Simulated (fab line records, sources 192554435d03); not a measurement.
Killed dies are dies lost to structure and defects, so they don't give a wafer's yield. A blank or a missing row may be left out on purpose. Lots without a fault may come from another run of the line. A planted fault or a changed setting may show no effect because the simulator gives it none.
One fault seen from 2 desks | flow n5_finfet | each desk has only its own numbers; what lay behind them comes last

THE TOOL OWNER'S DESK: plasma_asher-01
The tool's own readings at N5_SDB_STRIP_22 (strips in N2/H2): means of the sampled wafers that have a number, for each lot that ran on this tool. A lot is out of limits, marked OUT, if its mean lies more than 4 standard deviations from the usual mean; the brackets give that distance.
Columns: A = drypump_motor_current_A at N5_SDB_STRIP_22, usual 5.5 A; B = heater_power_w at N5_SDB_STRIP_22, usual 341 W; C = oes_product_au at N5_SDB_STRIP_22, usual 0.714 a.u.; D = strip_time_to_endpoint_s at N5_SDB_STRIP_22, usual 96.2 s
lot  | first seen here | A   | B   | C     | D
L306 | day 3 23:16     | 5.8 | 344 | 0.711 | 95.9
L307 | day 4 04:41     | 5.3 | 336 | 0.717 | 96.0
L308 | day 4 05:13     | 5.3 | 331 | 0.714 | 95.8
L314 | day 5 21:13     | 5.3 | 328 | 0.712 | 96.8
L320 | day 7 09:41     | 5.3 | 334 | 0.715 | 95.3
L321 | day 7 14:07     | 5.3 | 337 | 0.724 | 96.5
This desk's finding: nothing out of limits on any of the 6 lots.

THE METROLOGY DESK
What the gauges read, lot by lot, whatever tool the lot ran on: means of the sampled wafers that have a number. A lot is out of limits, marked OUT, if its mean lies more than 4 standard deviations from the usual mean; the brackets give that distance.
Columns: A = cd_nm at N5_PASSIVATION_CD_MEAS_10, usual 3001.1 nm
lot  | first seen here | A
L306 | day 12 09:25    | 2999.2
L307 | day 12 09:35    | 3002.6
L308 | day 12 19:59    | 3001.9
L309 | day 13 02:42    | 3000.7
L313 | day 14 01:40    | 3002.8
L314 | day 14 12:10    | 3000.4
L315 | day 15 21:36    | 3000.3
L316 | day 15 22:37    | 3001.0
L320 | day 16 03:20    | 3000.7
L321 | day 16 13:16    | 3002.7
L329 | day 18 19:50    | 3004.3
This desk's finding: nothing out of limits on any of the 11 lots.

PUT TOGETHER
The tool owner's desk saw nothing out of limits.
The metrology desk saw nothing out of limits.

WHAT THE SIMULATOR HAD PUT IN
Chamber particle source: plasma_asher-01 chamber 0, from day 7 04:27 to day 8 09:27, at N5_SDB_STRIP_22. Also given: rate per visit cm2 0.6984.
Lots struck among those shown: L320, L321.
